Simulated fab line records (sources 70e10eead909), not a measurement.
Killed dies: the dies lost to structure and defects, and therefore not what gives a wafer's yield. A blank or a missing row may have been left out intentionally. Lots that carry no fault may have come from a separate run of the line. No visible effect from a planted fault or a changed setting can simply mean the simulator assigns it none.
Matching of chambers | flow nandHarc | rieDiel-03 running NHARC_P_GATE_DESCUM_13: 4 sister chambers
The step chemistry O2, time 3 s. 8 wafers are shown with their chamber, then 7 later ones without.

WAFERS PAIRED WITH THEIR CHAMBERS
wafer  | chamber | drypumpMotorCurrentA (A) | oesProductAu (a.u.)
L082.4 | 0       | 5.9                      | 1.011
L081.5 | 0       | 5.9                      | 1.004
L084.4 | 2       | 4.9                      | 1.006
L086.1 | 3       | 5.7                      | 1.020
L086.5 | 2       | 4.9                      | 1.004
L086.6 | 1       | 5.7                      | 1.006
L087.3 | 1       | 5.6                      | 1.008
L087.4 | 3       | 5.7                      | 1.017

WAFERS WITHOUT THEIR CHAMBER
wafer  | drypumpMotorCurrentA (A) | oesProductAu (a.u.)
L087.6 | 6.0                      | 1.011
L089.3 | 5.9                      | 1.021
L089.4 | 5.7                      | 1.008
L089.6 | 5.9                      | 1.016
L097.2 | 4.9                      | 0.995
L097.3 | 5.7                      | 1.015
L097.5 | 5.7                      | 1.000

CHAMBER TAKEN BY EACH
wafer  | from the rows above     | in truth
L087.6 | 0                       | 0
L089.3 | can't be placed: 0 or 3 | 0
L089.4 | 1                       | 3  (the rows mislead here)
L089.6 | 0                       | 0
L097.2 | 2                       | 2
L097.3 | can't be placed: 3 or 1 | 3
L097.5 | 1                       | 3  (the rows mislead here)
Correctly placed: 3 of 7. Unplaceable from these rows: 2, with the true chamber sitting among the candidates in 2. 2 placed wrongly.
How it was worked out, from the rows above alone: a wafer's distance from a chamber is the root of the sum, over the readings, of the square of ((its reading less the chamber's mean) divided by the reading's scatter). The wafer belongs to the nearest chamber; if the next one is less than 2 further off, it can't be placed. For every chamber, the mean is computed from those of its wafers that are shown. The scatter: the root of (the sum of the squares of (reading less its chamber's mean) over the shown wafers, divided by (wafers less chambers)).
